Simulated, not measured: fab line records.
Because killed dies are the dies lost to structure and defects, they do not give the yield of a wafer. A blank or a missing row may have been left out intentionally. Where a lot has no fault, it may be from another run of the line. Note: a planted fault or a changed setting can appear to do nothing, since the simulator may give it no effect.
fab line records	flow n5_finfet
[record] lots = 7	wafers = 21	last_day = 16
route steps=1938 shown BEOL_M7@1279 BEOL_M15@1830 PASSIVATION@1936
lots untouched by any fault: they come from a run of this same line in which no faults occurred
start_h: start of the lot's first displayed wafer, in hours after the record's first day	wait_h: hours elapsed since this lot's preceding step	" as in the row above	L1.1+2: a single row standing in for several wafers	- no value present, or no start provided	* or withheld: withheld	< > ~ a bound
route shown NAME@n: a module of which the file shows steps, and the number in the route of the first	usual: mean/standard deviation of fault-free wafers	same: alike in all rows	chamber/n: place in a boat	sites: each site's reading	_std_site: the values' standard deviation	_edge_site: the outer-site mean with the inner-site mean subtracted	radius_mm: for every site, how far away it sits from the centre of the wafer	mask NAME#n: copy n	behind: the most recent tool/chamber to have shaped the wafer	hold: why the lot went on hold/how many hours it stayed there/how the hold came to an end	device: whichever transistor did not switch (one of n, p or np)	end of line: tests of these same wafers at the route's end	a step given without rows: its recipe and nothing more	killed: dies lost to structure and defects at the first sort, not the wafer's yield	map: a wafer's dies, marking killed ones x, the rest . and places with no die _
set.NAME: the setting the step ran with; set.NAME@STEP: the setting that earlier step ran with	model.NAME: the simulator's own value behind a step, which no gauge read
route steps across a sampled set of lots; one table per step, one row per wafer
services: the hour from which a tool's chamber was out of use, counted from the record's first day as start_h (under 0 if before that day), plus the number of hours and why
[[steps]]
[step N5_BEOL_M7_DESCUM_16]
[recipe] chemistry = O2	time_s = 7.9	source_power_w = 50	bias_power_w = 20	pressure_mtorr = 20	rf_frequency_hz = 2.712e+07	temp_c = 40	resist = CAR-ArF	o2_flow_sccm = 225
[usual] chamber_pressure_mTorr = 20.001/0.018	drypump_motor_current_A = 5.4/0.47	oes_product_au = 0.81/0.097	rf_vpp_V = 243.5/1.3	showerhead_plenum_p_Torr = 2.11/0.067	throttle_valve_pct = 20.30/0.29
[same] time_s = 7.9
lot.wafer	tool	chamber	start_h	wait_h	chamber_pressure_mTorr	drypump_motor_current_A	oes_product_au	rf_hours_counter_h	rf_vpp_V	showerhead_plenum_p_Torr	throttle_valve_pct
L816.2	rie_diel-02	2	221.86	0.3	20.000	5.1	0.71	219	244.2	2.07	20.32
L816.4	"	0	"	"	20.011	6.5	0.94	6	243.5	2.13	19.77
L816.6	"	1	"	"	20.009	5.6	0.74	-	244.4	2.17	20.56
L819.1	rie_diel-01	2	228.27	0.0	20.016	5.4	0.70	193	243.0	2.08	20.60
L819.2	"	0	"	"	19.998	5.3	0.81	93	244.5	2.21	20.46
L819.5	"	3	"	"	20.004	5.7	0.69	-	243.3	2.15	20.33
L822.1	rie_diel-02	1	254.74	0.0	19.993	5.6	0.73	184	244.4	2.16	20.58
L822.2	"	3	"	"	19.975	5.0	0.83	66	242.3	2.03	20.41
L822.3	"	0	"	"	19.955	6.5	0.93	12	244.5	2.13	19.79
L823.1	rie_diel-04	3	263.94	0.1	19.987	5.9	0.68	240	242.1	1.98	20.88
L823.2	"	1	"	"	20.018	5.1	0.94	20	243.8	2.12	19.94
L823.4	"	0	"	"	19.999	5.4	0.89	41	243.5	2.05	20.28
L824.1	rie_diel-02	0	270.91	0.0	20.003	6.5	0.91	18	243.7	2.13	19.77
L824.5	"	3	"	"	20.012	4.9	0.83	-	242.0	2.03	20.42
L824.6	"	0	"	"	20.029	6.5	0.91	-	244.4	2.13	19.78
L829.1	rie_diel-02	0	290.52	0.2	19.972	6.4	0.90	24	243.2	2.12	19.79
L829.2	"	1	"	"	20.012	5.6	0.73	192	243.8	2.16	20.60
L829.4	"	3	"	"	20.028	4.9	0.82	78	242.8	2.02	20.43
L831.3	rie_diel-01	0	306.83	0.0	20.000	5.3	0.79	115	244.9	2.20	20.51
L831.4	"	1	"	"	20.000	6.0	0.91	38	243.7	2.05	19.90
L831.5	"	0	"	"	20.008	5.3	0.78	-	243.9	2.20	20.49
[step N5_BEOL_M7_ETCH_61]
[recipe] chemistry = CF4	target = SiARC	target_depth_a = 455	mask_material = CAR-ArF	time_s = 75.8	ion_energy_ev = 80	pressure_mtorr = 40	source_w = 545	bias_w = 36	Ar_flow_sccm = 100	cf4_flow_sccm = 100	ends = cleared
[usual] chamber_pressure_mTorr = 40.00/0.033	drypump_motor_current_A = 5.5/0.48	etch_rf_on_time_s = 74.9/1.8	oes_product_au = 0.69/0.085	rf_vpp_V = 184.3/1.1	showerhead_plenum_p_Torr = 2.16/0.07	throttle_valve_pct = 15.53/0.3
lot.wafer	tool	chamber	start_h	wait_h	chamber_pressure_mTorr	drypump_motor_current_A	etch_rf_on_time_s	oes_product_au	rf_hours_counter_h	rf_vpp_V	showerhead_plenum_p_Torr	throttle_valve_pct
L816.2	rie_diel-02	2	221.90	0.0	40.01	5.1	78.4	0.59	219	182.4	2.12	15.56
L816.4	"	0	"	"	40.01	6.5	74.5	0.81	6	186.3	2.18	14.98
L816.6	"	1	"	"	40.09	5.6	75.6	0.62	-	185.0	2.23	15.85
L819.1	rie_diel-01	2	228.31	0.0	40.00	5.4	76.5	0.60	193	183.9	2.12	15.78
L819.2	"	0	"	"	39.94	5.3	73.1	0.71	93	185.9	2.24	15.53
L819.5	"	3	"	"	39.96	5.7	74.7	0.60	-	183.4	2.22	15.72
L822.1	rie_diel-02	1	254.77	0.0	39.96	5.6	73.9	0.63	184	183.0	2.23	15.89
L822.2	"	3	"	"	40.02	5.0	74.9	0.72	66	183.3	2.10	15.70
L822.3	"	0	"	"	40.00	6.6	73.9	0.80	12	185.4	2.18	14.99
L823.1	rie_diel-04	3	263.98	0.0	40.00	5.9	76.9	0.58	240	181.4	2.03	16.07
L823.2	"	1	"	"	40.04	5.1	74.5	0.80	20	184.4	2.18	15.19
L823.4	"	0	"	"	40.03	5.4	74.4	0.76	41	184.6	2.09	15.38
L824.1	rie_diel-02	0	270.94	0.0	39.94	6.6	74.5	0.78	18	183.7	2.18	15.02
L824.5	"	3	"	"	39.99	4.9	74.4	0.72	-	184.9	2.10	15.70
L824.6	"	0	"	"	40.08	6.5	73.9	0.78	-	184.8	2.18	15.01
L829.1	rie_diel-02	0	290.55	0.0	40.03	6.5	74.8	0.76	24	184.3	2.18	15.02
L829.2	"	1	"	"	39.95	5.6	74.1	0.62	192	185.1	2.23	15.91
L829.4	"	3	"	"	40.02	5.0	74.4	0.71	78	181.7	2.09	15.72
L831.3	rie_diel-01	0	306.87	0.0	39.96	5.3	72.9	0.69	115	186.3	2.23	15.58
L831.4	"	1	"	"	40.01	5.9	71.6	0.79	38	184.0	2.09	15.10
L831.5	"	0	"	"	39.94	5.3	72.7	0.69	-	184.9	2.23	15.60
[step N5_BEOL_M7_HM_OPEN_17]
[recipe] chemistry = Cl2/BCl3	target_depth_a = 200	overetch_a = 60	target = TiN	mask_material = SOC	ion_energy_ev = 150	pressure_mtorr = 10	icp_w = 1000	bias_w = 126	Cl2_flow_sccm = 53.25	bcl3_flow_sccm = 21.75	Ar_flow_sccm = 25
[usual] chamber_pressure_mTorr = 10.000/0.0099	drypump_motor_current_A = 5.6/0.33	mfc_cl2_sccm = 53.24/0.17	oes_product_au = 0.72/0.067	throttle_valve_pct = 22.11/0.18
lot.wafer	tool	chamber	start_h	wait_h	chamber_pressure_mTorr	drypump_motor_current_A	mfc_cl2_sccm	oes_product_au	rf_hours_counter_h	throttle_valve_pct
L816.2	rie_metal-03	0	222.14	0.0	9.989	5.6	53.26	0.69	36	22.01
L816.4	"	0	"	"	10.000	5.6	53.09	0.68	-	22.02
L816.6	"	0	"	"	9.979	5.6	53.13	0.67	-	22.03
L819.1	rie_metal-03	0	228.55	0.0	10.002	5.7	53.49	0.68	36	22.04
L819.2	"	1	"	"	9.997	5.7	53.31	0.76	12	21.96
L819.5	"	0	"	"	10.005	5.7	53.50	0.68	-	22.02
L822.1	rie_metal-02	1	255.02	0.0	10.001	5.3	53.48	0.79	10	22.41
L822.2	"	0	"	"	9.995	6.3	53.09	0.55	122	22.20
L822.3	"	1	"	"	9.998	5.3	53.64	0.78	-	22.41
L823.1	rie_metal-02	0	264.22	0.0	9.995	6.3	53.34	0.53	123	22.19
L823.2	"	1	"	"	10.006	5.3	53.37	0.78	11	22.39
L823.4	"	0	"	"	9.985	6.2	53.52	0.54	-	22.19
L824.1	rie_metal-02	1	271.19	0.0	10.005	5.3	53.39	0.77	12	22.41
L824.5	"	1	"	"	9.995	5.3	53.06	0.77	-	22.42
L824.6	"	1	"	"	10.007	5.3	53.23	0.78	-	22.41
L829.1	rie_metal-03	1	290.80	0.0	10.000	5.7	53.28	0.74	17	21.96
L829.2	"	0	"	"	9.998	5.7	53.45	0.67	41	22.04
L829.4	"	0	"	"	10.008	5.7	53.33	0.67	-	22.03
L831.3	rie_metal-03	0	307.14	0.1	10.006	5.6	53.26	0.66	-	22.05
L831.4	"	1	"	"	10.008	5.7	53.42	0.74	-	21.98
L831.5	"	0	"	"	9.993	5.7	53.10	0.66	-	22.05
[step N5_BEOL_M7_TRENCH_ETCH_37]
[recipe] chemistry = C4F6/O2	target_depth_a = 934.78	target = SiCOH_lowk	time_s = 31.2	ion_energy_ev = 250	pressure_mtorr = 30	source_w = 345	bias_w = 185	Ar_flow_sccm = 300	C4F6_flow_sccm = 10	O2_flow_sccm = 10
[usual] O2_flow_sccm = 10.000/0.028	chamber_pressure_mTorr = 30.003/0.026	drypump_motor_current_A = 5.4/0.45	oes_product_au = 0.81/0.1	rf_vpp_V = 661/9.7	showerhead_plenum_p_Torr = 2.86/0.1	throttle_valve_pct = 20.85/0.25
[same] time_s = 31.2
lot.wafer	tool	chamber	start_h	wait_h	O2_flow_sccm	chamber_pressure_mTorr	drypump_motor_current_A	oes_product_au	rf_hours_counter_h	rf_vpp_V	showerhead_plenum_p_Torr	throttle_valve_pct
L816.2	rie_diel-01	3	223.13	-	10.009	30.009	5.7	0.70	206	645	2.93	20.89
L816.4	"	0	"	"	9.972	30.061	5.3	0.82	90	668	2.98	20.87
L816.6	"	3	"	"	9.995	30.027	5.7	0.69	-	645	2.93	20.88
L819.1	rie_diel-01	2	231.49	-	9.989	29.985	5.4	0.70	194	652	2.84	21.13
L819.2	"	1	"	"	9.970	29.950	6.0	0.96	16	674	2.80	20.42
L819.5	"	0	"	"	9.991	30.031	5.3	0.82	-	666	2.98	20.87
L822.1	rie_diel-01	3	257.54	-	9.944	30.034	5.7	0.60	218	646	2.93	20.86
L822.2	"	2	"	"	9.998	30.019	5.4	0.70	202	652	2.83	21.13
L822.3	"	0	"	"	10.005	29.977	5.3	0.71	102	668	2.98	20.85
L823.1	rie_diel-01	3	266.22	-	9.986	29.993	5.7	0.60	220	644	2.92	20.87
L823.2	"	0	"	"	9.975	30.007	5.3	0.81	104	668	2.98	20.89
L823.4	"	2	"	"	10.025	30.019	5.4	0.69	204	652	2.83	21.15
L824.1	rie_diel-01	2	272.52	-	10.014	30.013	5.4	0.60	206	653	2.83	21.10
L824.5	"	2	"	"	9.989	29.991	5.4	0.69	-	652	2.83	21.14
L824.6	"	1	"	"	10.005	30.035	6.0	0.81	-	675	2.79	20.42
L829.1	rie_diel-02	2	293.59	-	10.023	29.998	5.1	0.68	244	679	2.82	20.91
L829.2	"	1	"	"	9.950	30.014	5.6	0.71	193	658	2.95	21.17
L829.4	"	0	"	"	9.999	30.001	6.5	0.88	25	638	2.90	20.38
L831.3	rie_diel-04	0	308.00	-	10.026	30.032	5.4	0.88	53	665	2.78	20.75
L831.4	"	2	"	"	9.970	29.961	4.8	0.84	-	665	3.02	20.88
L831.5	"	0	"	"	10.005	29.969	5.4	0.87	-	665	2.77	20.73
[step N5_BEOL_M7_OCD_MEAS_38]
[usual] trench_depth_nm = 94.2/2.1
lot.wafer	tool	chamber	start_h	wait_h	trench_depth_nm
L816.2	ocd-02	-	223.29	-	93.7
L816.4	"	-	"	"	95.5
L816.6	"	-	"	"	93.4
L819.1	ocd-02	-	231.65	-	91.9
L819.2	"	-	"	"	97.7
L819.5	"	-	"	"	94.0
L822.1	ocd-01	-	258.23	-	74.8
L822.2	"	-	"	"	91.6
L822.3	"	-	"	"	75.9
L823.1	ocd-02	-	266.38	-	75.1
L823.2	"	-	"	"	95.2
L823.4	"	-	"	"	90.7
L824.1	ocd-01	-	272.68	-	72.6
L824.5	"	-	"	"	91.7
L824.6	"	-	"	"	77.0
L829.1	ocd-02	-	293.74	-	89.9
L829.2	"	-	"	"	93.3
L829.4	"	-	"	"	92.5
L831.3	ocd-01	-	308.16	-	95.0
L831.4	"	-	"	"	95.9
L831.5	"	-	"	"	94.7
[step N5_BEOL_M7_THK_MEAS_53]
[recipe] thk_meas_gauge = xrf	reads = Cu_of_BEOL_M7_ECD_50
[usual] M7_THK = 80.2/2.4
lot.wafer	tool	chamber	start_h	wait_h	M7_THK[nm]
L816.2	film_metro-01	-	226.20	-	80.5
L816.4	"	-	"	"	82.6
L816.6	"	-	"	"	81.9
L819.1	film_metro-01	-	233.86	-	77.8
L819.2	"	-	"	"	83.9
L819.5	"	-	"	"	81.2
L822.1	film_metro-01	-	261.33	-	62.3
L822.2	"	-	"	"	79.1
L822.3	"	-	"	"	63.1
L823.1	film_metro-02	-	270.05	-	60.0
L823.2	"	-	"	"	80.1
L823.4	"	-	"	"	76.8
L824.1	film_metro-02	-	275.14	-	58.6
L824.5	"	-	"	"	78.3
L824.6	"	-	"	"	65.0
L829.1	film_metro-01	-	296.23	-	74.5
L829.2	"	-	"	"	79.0
L829.4	"	-	"	"	78.8
L831.3	film_metro-01	-	311.07	-	79.0
L831.4	"	-	"	"	83.5
L831.5	"	-	"	"	79.4
[step N5_BEOL_M7_RS_MEAS_57]
[recipe] thk_meas_gauge = four-point-probe	reads = Cu_of_BEOL_M7_ECD_50+Co_of_BEOL_M7_CVD_78+TaN_of_BEOL_M7_ALD_77
[usual] M7_RS = 0.283/0.0098
lot.wafer	tool	chamber	start_h	wait_h	M7_RS[ohm/sq]
L816.2	film_metro-01	-	226.33	0.1	0.282
L816.4	"	-	"	"	0.275
L816.6	"	-	"	"	0.276
L819.1	film_metro-01	-	234.00	0.1	0.293
L819.2	"	-	"	"	0.268
L819.5	"	-	"	"	0.279
L822.1	film_metro-01	-	261.46	0.1	0.382
L822.2	"	-	"	"	0.286
L822.3	"	-	"	"	0.376
L823.1	film_metro-01	-	270.18	0.1	0.399
L823.2	"	-	"	"	0.281
L823.4	"	-	"	"	0.295
L824.1	film_metro-01	-	275.27	0.1	0.409
L824.5	"	-	"	"	0.289
L824.6	"	-	"	"	0.361
L829.1	film_metro-02	-	296.36	0.1	0.308
L829.2	"	-	"	"	0.288
L829.4	"	-	"	"	0.288
L831.3	film_metro-01	-	311.20	0.1	0.291
L831.4	"	-	"	"	0.272
L831.5	"	-	"	"	0.288
[step N5_BEOL_M15_RC_MEAS_101]
[usual] COMB_M10 = 1.5e-11/3.1e-12	COMB_M11 = 1.5e-11/3e-12	COMB_M12 = 6.7e-12/1.5e-12	COMB_M13 = 5.4e-12/1.2e-12	COMB_M14 = 4e-12/8.4e-13	COMB_M15 = 2.9e-12/7.9e-13	COMB_M5 = 3.8e-11/7.9e-12	COMB_M6 = 2.6e-11/5.5e-12	COMB_M8 = 2.8e-11/6.2e-12	COMB_M9 = 1.5e-11/3.3e-12	COMB_M9_max_site = 2.2e-11/5.1e-12	SERP_M10 = 3.05/0.083	SERP_M11 = 3.01/0.089	SERP_M11_max_site = 3.11/0.089	SERP_M12 = 0.630/0.014	SERP_M13 = 0.306/0.0067	SERP_M14 = 0.160/0.0038	SERP_M5 = 38.9/1.6	SERP_M6 = 13.6/0.54	SERP_M7 = 13.8/0.62	SERP_M7_max_site = 14.3/0.63	SERP_M8 = 13.7/0.54	SERP_M9 = 3.01/0.098
lot.wafer	tool	chamber	start_h	wait_h	COMB_M10[S/m]	COMB_M11[S/m]	COMB_M12[S/m]	COMB_M13[S/m]	COMB_M14[S/m]	COMB_M15[S/m]	COMB_M5[S/m]	COMB_M6[S/m]	COMB_M8[S/m]	COMB_M9[S/m]	COMB_M9_max_site[S/m]	SERP_M10[ohm/um]	SERP_M11[ohm/um]	SERP_M11_max_site[ohm/um]	SERP_M12[ohm/um]	SERP_M13[ohm/um]	SERP_M14[ohm/um]	SERP_M5[ohm/um]	SERP_M6[ohm/um]	SERP_M7[ohm/um]	SERP_M7_max_site[ohm/um]	SERP_M8[ohm/um]	SERP_M9[ohm/um]
L816.2	prober-02	0	279.57	0.2	1.2e-11	1.5e-11	6.2e-12	6.2e-12	4.9e-12	3.9e-12	2.7e-11	2.2e-11	2.5e-11	1.8e-11	2.6e-11	3.07	2.93	2.94	0.633	0.296	0.154	39.0	13.7	13.8	15.2	13.6	2.96
L816.4	"	0	"	"	2e-11	1.7e-11	9.4e-12	5.4e-12	3.7e-12	3.2e-12	2.5e-11	2.8e-11	3.1e-11	1.3e-11	2e-11	3.04	2.85	3.12	0.649	0.311	0.156	38.4	13.2	13.9	14.3	13.6	2.80
L816.6	"	0	"	"	1.9e-11	1.4e-11	1.04e-11	6.7e-12	5.8e-12	3.5e-12	4.4e-11	3.3e-11	3e-11	1.3e-11	2e-11	3.19	3.17	3.28	0.614	0.316	0.159	39.7	12.8	13.0	13.7	13.7	2.81
L819.1	prober-02	0	291.41	0.0	1.9e-11	1.5e-11	5.7e-12	6.2e-12	5e-12	3.2e-12	4.6e-11	2.5e-11	2.4e-11	1.6e-11	2.3e-11	3.11	3.17	3.25	0.633	0.306	0.157	42.9	14.0	14.0	14.3	13.2	3.00
L819.2	"	0	"	"	1.5e-11	1.3e-11	1.02e-11	4.2e-12	4.5e-12	3e-12	4.7e-11	2.3e-11	2.3e-11	1.7e-11	2.7e-11	3.15	3.02	3.13	0.620	0.316	0.163	39.3	14.4	12.9	13.6	13.3	3.12
L819.5	"	0	"	"	2e-11	1.4e-11	6.9e-12	6.2e-12	4.2e-12	2.3e-12	5.4e-11	1.9e-11	2.4e-11	2e-11	3.3e-11	3.17	3.07	3.20	0.639	0.312	0.157	38.4	13.9	13.6	14.6	13.7	3.08
L822.1	prober-01	0	314.76	0.0	1.1e-11	1.4e-11	9.2e-12	5.2e-12	2.8e-12	1.7e-12	5.5e-11	1.9e-11	2.5e-11	1.7e-11	2.2e-11	2.93	3.08	3.21	0.643	0.308	0.160	37.0	14.2	18.1	20.0	13.4	3.14
L822.2	"	0	"	"	1.2e-11	1.2e-11	4.8e-12	5.3e-12	3.2e-12	1.7e-12	3.2e-11	2.3e-11	2.2e-11	1.2e-11	1.7e-11	3.10	3.10	3.17	0.615	0.307	0.162	39.4	13.7	13.6	14.4	13.7	3.04
L822.3	"	0	"	"	1.1e-11	1.2e-11	8.4e-12	6e-12	3.5e-12	1.8e-12	4.3e-11	2.2e-11	2.7e-11	1.4e-11	1.8e-11	3.00	2.97	3.10	0.636	0.305	0.158	39.6	12.9	17.5	18.1	12.9	2.90
L823.1	prober-02	0	327.93	0.0	1.5e-11	1.2e-11	6.7e-12	4.4e-12	5.2e-12	3.6e-12	4.2e-11	3.1e-11	2.7e-11	1.4e-11	2.2e-11	3.05	3.12	3.17	0.623	0.302	0.155	37.3	13.7	19.3	20.0	14.1	2.92
L823.2	"	0	"	"	1.8e-11	1.8e-11	6.8e-12	5.2e-12	4.5e-12	2.9e-12	4.3e-11	2.6e-11	3e-11	1.3e-11	1.7e-11	3.11	2.96	3.14	0.612	0.314	0.160	38.5	13.9	13.4	14.0	14.0	3.09
L823.4	"	0	"	"	1.5e-11	1.3e-11	8.8e-12	4.7e-12	4.8e-12	2.9e-12	2.2e-11	3.4e-11	2.6e-11	1.6e-11	2.4e-11	3.10	3.02	3.11	0.643	0.313	0.161	39.8	13.8	14.1	14.5	14.3	3.19
L824.1	prober-02	0	329.43	0.0	1.8e-11	1.2e-11	5.4e-12	5.6e-12	4e-12	3.8e-12	4e-11	2.4e-11	3.7e-11	1.4e-11	2.1e-11	3.03	3.12	3.19	0.632	0.307	0.161	36.2	13.8	18.2	19.2	13.9	2.95
L824.5	"	0	"	"	1.7e-11	1.5e-11	7.1e-12	7.7e-12	4.6e-12	4e-12	3.9e-11	2.2e-11	2.2e-11	1.7e-11	2.3e-11	3.04	3.12	3.37	0.613	0.302	0.163	38.1	13.3	13.9	14.3	13.4	3.12
L824.6	"	0	"	"	1.5e-11	1.6e-11	6.4e-12	6.1e-12	5.1e-12	3.3e-12	4.3e-11	2.2e-11	2.5e-11	1.8e-11	3.4e-11	3.01	3.19	3.24	0.640	0.304	0.163	37.5	13.4	16.3	16.7	13.1	2.95
L829.1	prober-02	0	359.80	0.0	1.1e-11	2.1e-11	6.7e-12	5.2e-12	4e-12	4e-12	3.7e-11	3.1e-11	3.2e-11	1.7e-11	2e-11	3.08	3.00	3.19	0.620	0.296	0.155	40.7	13.7	15.2	15.6	13.8	3.01
L829.2	"	0	"	"	1.3e-11	1.1e-11	6.5e-12	4.2e-12	4.3e-12	3.8e-12	4.1e-11	3.1e-11	3.5e-11	1.3e-11	1.5e-11	3.17	3.06	3.19	0.633	0.315	0.161	39.4	13.7	14.1	14.9	13.6	2.94
L829.4	"	0	"	"	1.7e-11	1.2e-11	6.1e-12	4.9e-12	4.6e-12	3.1e-12	3.5e-11	2.8e-11	2.8e-11	1.7e-11	2.5e-11	3.13	3.13	3.20	0.634	0.309	0.158	39.1	14.1	14.2	14.8	15.2	2.99
L831.3	prober-01	0	372.94	0.3	1.5e-11	1.4e-11	5.2e-12	6.4e-12	3.2e-12	2.5e-12	4.5e-11	2.2e-11	2.7e-11	1.1e-11	1.7e-11	3.16	3.03	3.12	0.640	0.299	0.162	37.2	13.1	14.5	15.3	13.8	2.96
L831.4	"	0	"	"	1.6e-11	8e-12	5.5e-12	4.6e-12	3.7e-12	1.8e-12	3.9e-11	2.2e-11	2.8e-11	1.3e-11	1.9e-11	3.12	3.03	3.12	0.604	0.300	0.159	38.9	13.0	14.0	14.2	14.6	2.95
L831.5	"	0	"	"	1.8e-11	1.4e-11	6.7e-12	6.2e-12	3.6e-12	2e-12	2.8e-11	2.3e-11	2.2e-11	1.5e-11	2e-11	3.15	3.00	3.10	0.654	0.300	0.159	39.2	13.0	14.7	15.3	13.0	2.93
// sites SERP_M7 radius_mm=0,75,75,75,75,140,140,140,140
L816.2 12.9 13.5 13.0 13.8 13.1 15.2 14.0 15.0 14.7
L819.1 14.3 13.9 13.8 14.1 14.1 13.6 14.0 14.1 13.9
L822.1 16.8 17.8 17.9 17.6 18.1 20.0 18.9 18.8 19.8
L823.1 18.3 18.7 18.4 19.5 18.5 19.8 19.3 19.4 20.0
L824.1 19.1 19.2 18.0 18.2 18.3 18.1 17.7 18.4 17.5
L829.1 15.6 15.6 15.5 15.4 15.2 14.8 14.7 14.4 15.0
L831.3 14.9 15.0 14.7 14.5 15.3 14.2 13.7 13.6 14.0
[step N5_PASSIVATION_PROBE_49]
[usual] defect_limited_yield = 91.3/1.5	killed_at_M0_to_M3 = 34/11	killed_at_M4_up = 14/6.1	killed_at_contacts = 12/5.9	killed_at_front_end = 39/11	killed_at_other = 4/3.3	killed_dies = 102/18	killed_open = 67/13	killed_short = 33/7.9	sort_bin_5_function = 5.1/1	sort_bin_6_memory = 3.3/0.7	sort_bin_8_speed = 0.1/0.69	sort_n_pass = 1077/19	sort_yield_pct = 91.3/1.6
[same] gross_dies = 1180	killed_at_back_side = 0	sort_bin_4_leakage[%] = 0
lot.wafer	tool	chamber	start_h	wait_h	defect_limited_yield[%]	killed_at_M0_to_M3	killed_at_M4_up	killed_at_contacts	killed_at_front_end	killed_at_other	killed_dies	killed_open	killed_short	sort_bin_5_function[%]	sort_bin_6_memory[%]	sort_bin_8_speed[%]	sort_n_pass	sort_yield_pct[%]
L822.1	prober-01	-	328.07	0.0	90.9	50	9	6	37	5	107	70	33	5.8	2.8	0.1	1073	90.9
L822.2	prober-01	-	328.12	0.1	87.9	51	14	17	40	21	143	94	48	7.0	4.7	0	1037	87.9
L822.3	prober-01	-	328.17	0.1	89.7	59	13	16	24	9	121	80	41	5.4	4.2	0	1059	89.7
L823.1	prober-02	-	343.02	0.0	89.4	72	15	12	26	0	125	91	31	6.9	3.5	0	1055	89.4
L823.2	prober-02	-	343.07	0.1	90.0	43	18	22	35	0	118	80	37	5.2	4.7	0	1062	90.0
L823.4	prober-02	-	343.17	0.2	89.7	54	17	14	35	2	122	73	46	5.5	4.3	0	1058	89.7
L824.1	prober-02	-	348.20	0.0	91.5	23	12	11	45	9	100	64	35	5.3	2.9	0	1080	91.5
// killed by level:class
L822.1 BEOL_M0_SAQP:geometric_particle:open=12 GATE_CUT:geometric_particle:open=12 BEOL_M1:geometric_particle:open=8 BEOL_M0:geometric_particle:open=7 FIN_SAQP:geometric_particle:open=6 BEOL_M0_SAQP:geometric_particle:short=6 BEOL_M1:geometric_particle:short=6 GATE_CUT:geometric_particle:short=5
L822.2 MOL_CONTACT_COAG:geometric_particle:open=14 BEOL_M0_SAQP:geometric_particle:short=11 STI_FIN_REVEAL:geometric_particle:open=9 BEOL_M1:geometric_particle:open=9 BEOL_M0_SAQP:geometric_particle:open=9 BEOL_M3:geometric_particle:open=7 FIN_SAQP:geometric_particle:open=5 STARTING-WAFER:geometric_particle:open=5
L822.3 MOL_CONTACT_COAG:geometric_particle:open=13 BEOL_M0_SAQP:geometric_particle:open=13 BEOL_M0_SAQP:geometric_particle:short=11 BEOL_M3:geometric_particle:open=11 BEOL_M1:geometric_particle:open=10 BEOL_M1:geometric_particle:short=7 DUMMY_GATE:geometric_particle:open=5 GATE_CUT:geometric_particle:short=4
L823.1 BEOL_M3:geometric_particle:open=22 MOL_CONTACT_COAG:geometric_particle:open=12 STI_FIN_REVEAL:geometric_particle:open=11 BEOL_M0_SAQP:geometric_particle:open=10 BEOL_M0_SAQP:geometric_particle:short=10 BEOL_M2:geometric_particle:short=9 BEOL_M2:geometric_particle:open=8 BEOL_M1:geometric_particle:open=7
L823.2 MOL_CONTACT_COAG:geometric_particle:open=19 STI_FIN_REVEAL:geometric_particle:open=11 BEOL_M0_SAQP:geometric_particle:short=10 BEOL_M0_SAQP:geometric_particle:open=7 BEOL_M1:geometric_particle:open=6 BEOL_M5:geometric_particle:open=6 FIN_SAQP:geometric_particle:open=5 BEOL_M1:geometric_particle:short=5
L823.4 BEOL_M0_SAQP:geometric_particle:short=14 MOL_CONTACT_COAG:geometric_particle:open=12 BEOL_M0_SAQP:geometric_particle:open=10 BEOL_M1:geometric_particle:open=8 BEOL_M3:geometric_particle:open=7 FIN_SAQP:geometric_particle:short=6 FIN_SAQP:geometric_particle:open=6 BEOL_M4:geometric_particle:open=6
L824.1 STI_FIN_REVEAL:geometric_particle:open=11 MOL_CONTACT_COAG:geometric_particle:open=9 FIN_SAQP:geometric_particle:short=8 BEOL_M4:geometric_particle:open=7 GATE_CUT:geometric_particle:short=6 BEOL_M0_SAQP:geometric_particle:short=6 STARTING-WAFER:geometric_particle:open=6 FIN_SAQP:geometric_particle:open=5
[[services]]
tool	chamber	start_h	hours	kind
rie_metal-02	1	206.40	14.0	repair
rie_metal-02	0	219.95	4.2	repair
rie_diel-02	0	227.10	2.8	repair
rie_metal-03	-	234.61	0.4	repair
rie_diel-02	1	264.14	12.0	repair
rie_metal-02	0	270.09	-	clean
rie_metal-02	0	270.09	14.1	scheduled_down
rie_metal-02	0	270.09	14.1	vent_cycle
rie_diel-04	3	301.14	-	clean
rie_diel-04	3	301.14	-	consumable_replace:focus_ring
rie_diel-04	3	301.14	-	consumable_replace:showerhead
rie_diel-04	3	301.14	14.8	scheduled_down
rie_diel-04	3	301.14	14.8	vent_cycle
[[key]]
[first_sign] step = N5_BEOL_M7_OCD_MEAS_38	reading = trench_depth_nm	direction = down	sigmas = 9.3	usual = 94.2	struck = 75.1
[effect] step = N5_BEOL_M7_THK_MEAS_53	reading = M7_THK	direction = down	sigmas = 7.6	usual = 80.2	struck = 61.8
[effect] step = N5_BEOL_M7_RS_MEAS_57	reading = M7_RS	direction = up	sigmas = 10	usual = 0.283	struck = 0.385
[effect] step = N5_BEOL_M15_RC_MEAS_101	reading = SERP_M7	direction = up	sigmas = 6.6	usual = 13.8	struck = 17.9
met_at N5_BEOL_M7_TRENCH_ETCH_37
struck_lots L822,L823,L824
struck_wafers L822.1,L822.3,L823.1,L824.1,L824.6
not_acting_at N5_BEOL_M7_DESCUM_16,N5_BEOL_M7_ETCH_61,N5_BEOL_M7_HM_OPEN_17
onset_between 231.49 257.54
[fault] kind = process_parameter_drift	tool = rie_diel-01	chamber = -	onset_h = 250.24	steps = N5_BEOL_M7_TRENCH_ETCH_37	channel = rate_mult	offset = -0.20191	shape = step	end_h = 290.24	scope = struck_wafers_only
